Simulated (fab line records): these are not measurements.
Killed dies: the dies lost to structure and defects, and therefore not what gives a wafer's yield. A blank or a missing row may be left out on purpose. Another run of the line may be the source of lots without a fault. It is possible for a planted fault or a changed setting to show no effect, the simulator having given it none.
Matching of chambers :: flow n5_finfet :: N5_MOL_CONTACT_COAG_ETCH_67 on rie_diel-01: 4 sister chambers
The step etches SOC in N2/H2, target depth 60 nm, overetch 21 nm, time 101.2 s. 14 wafers are shown with their chamber, then 7 later ones without.

WAFERS PAIRED WITH THEIR CHAMBERS
wafer: L076.1
chamber: 3
drypump_motor_current_A (A): 6.0
showerhead_plenum_p_Torr (Torr): 2.50
rf_vpp_V (V): 523.3

wafer: L076.3
chamber: 0
drypump_motor_current_A (A): 6.0
showerhead_plenum_p_Torr (Torr): 2.56
rf_vpp_V (V): 524.6

wafer: L076.5
chamber: 0
drypump_motor_current_A (A): 6.0
showerhead_plenum_p_Torr (Torr): 2.56
rf_vpp_V (V): 523.6

wafer: L078.3
chamber: 1
drypump_motor_current_A (A): 6.7
showerhead_plenum_p_Torr (Torr): 2.50
rf_vpp_V (V): 523.0

wafer: L078.5
chamber: 1
drypump_motor_current_A (A): 6.7
showerhead_plenum_p_Torr (Torr): 2.50
rf_vpp_V (V): 523.2

wafer: L078.6
chamber: 0
drypump_motor_current_A (A): 6.0
showerhead_plenum_p_Torr (Torr): 2.55
rf_vpp_V (V): 523.8

wafer: L079.2
chamber: 1
drypump_motor_current_A (A): 6.7
showerhead_plenum_p_Torr (Torr): 2.50
rf_vpp_V (V): 520.9

wafer: L079.5
chamber: 1
drypump_motor_current_A (A): 6.8
showerhead_plenum_p_Torr (Torr): 2.50
rf_vpp_V (V): 522.8

wafer: L079.6
chamber: 0
drypump_motor_current_A (A): 6.0
showerhead_plenum_p_Torr (Torr): 2.55
rf_vpp_V (V): 524.9

wafer: L082.1
chamber: 0
drypump_motor_current_A (A): 6.0
showerhead_plenum_p_Torr (Torr): 2.55
rf_vpp_V (V): 524.6

wafer: L082.2
chamber: 3
drypump_motor_current_A (A): 6.1
showerhead_plenum_p_Torr (Torr): 2.50
rf_vpp_V (V): 522.8

wafer: L082.5
chamber: 2
drypump_motor_current_A (A): 5.2
showerhead_plenum_p_Torr (Torr): 2.50
rf_vpp_V (V): 522.2

wafer: L086.1
chamber: 1
drypump_motor_current_A (A): 6.7
showerhead_plenum_p_Torr (Torr): 2.49
rf_vpp_V (V): 523.7

wafer: L086.5
chamber: 0
drypump_motor_current_A (A): 6.0
showerhead_plenum_p_Torr (Torr): 2.54
rf_vpp_V (V): 524.1

SIGNATURES (averages over the wafers above)
reading: drypump_motor_current_A
chamber 0: 6.000
chamber 1: 6.720
chamber 2: 5.200
chamber 3: 6.050
scatter within a chamber: 0.0361

reading: showerhead_plenum_p_Torr
chamber 0: 2.5517
chamber 1: 2.4980
chamber 2: 2.5000
chamber 3: 2.5000
scatter within a chamber: 0.00603

reading: rf_vpp_V
chamber 0: 524.267
chamber 1: 522.720
chamber 2: 522.200
chamber 3: 523.050
scatter within a chamber: 0.776
Rule: for each reading, subtract the chamber's mean from the wafer's reading, divide by that reading's scatter and square the result; add these up over the readings and take the root, which gives the wafer's distance from the chamber. If the next closest chamber is less than 2 further off than the closest, the wafer can't be placed; otherwise it belongs to the closest. The scatter: take each reading less its chamber's mean, square it, sum over the shown wafers, divide by the number of wafers less the number of chambers, and take the root.

WAFERS WITH NO CHAMBER GIVEN
wafer: L086.6
drypump_motor_current_A (A): 6.7
showerhead_plenum_p_Torr (Torr): 2.49
rf_vpp_V (V): 522.2

wafer: L092.1
drypump_motor_current_A (A): 5.1
showerhead_plenum_p_Torr (Torr): 2.49
rf_vpp_V (V): 521.7

wafer: L092.2
drypump_motor_current_A (A): 6.7
showerhead_plenum_p_Torr (Torr): 2.49
rf_vpp_V (V): 521.7

wafer: L092.3
drypump_motor_current_A (A): 6.1
showerhead_plenum_p_Torr (Torr): 2.49
rf_vpp_V (V): 523.4

wafer: L094.2
drypump_motor_current_A (A): 6.1
showerhead_plenum_p_Torr (Torr): 2.49
rf_vpp_V (V): 521.0

wafer: L094.4
drypump_motor_current_A (A): 6.0
showerhead_plenum_p_Torr (Torr): 2.54
rf_vpp_V (V): 523.9

wafer: L094.5
drypump_motor_current_A (A): 6.0
showerhead_plenum_p_Torr (Torr): 2.54
rf_vpp_V (V): 524.3

WHICH CHAMBER EACH WENT THROUGH
wafer: L086.6
from the rows above: 1
in truth: 1

wafer: L092.1
from the rows above: 2
in truth: 2

wafer: L092.2
from the rows above: 1
in truth: 1

wafer: L092.3
from the rows above: 3
in truth: 3

wafer: L094.2
from the rows above: 3
in truth: 3

wafer: L094.4
from the rows above: 0
in truth: 0

wafer: L094.5
from the rows above: 0
in truth: 0
Correct placement for 7 of the 7. Left unplaced by these rows: 0. Placed wrongly: 0.
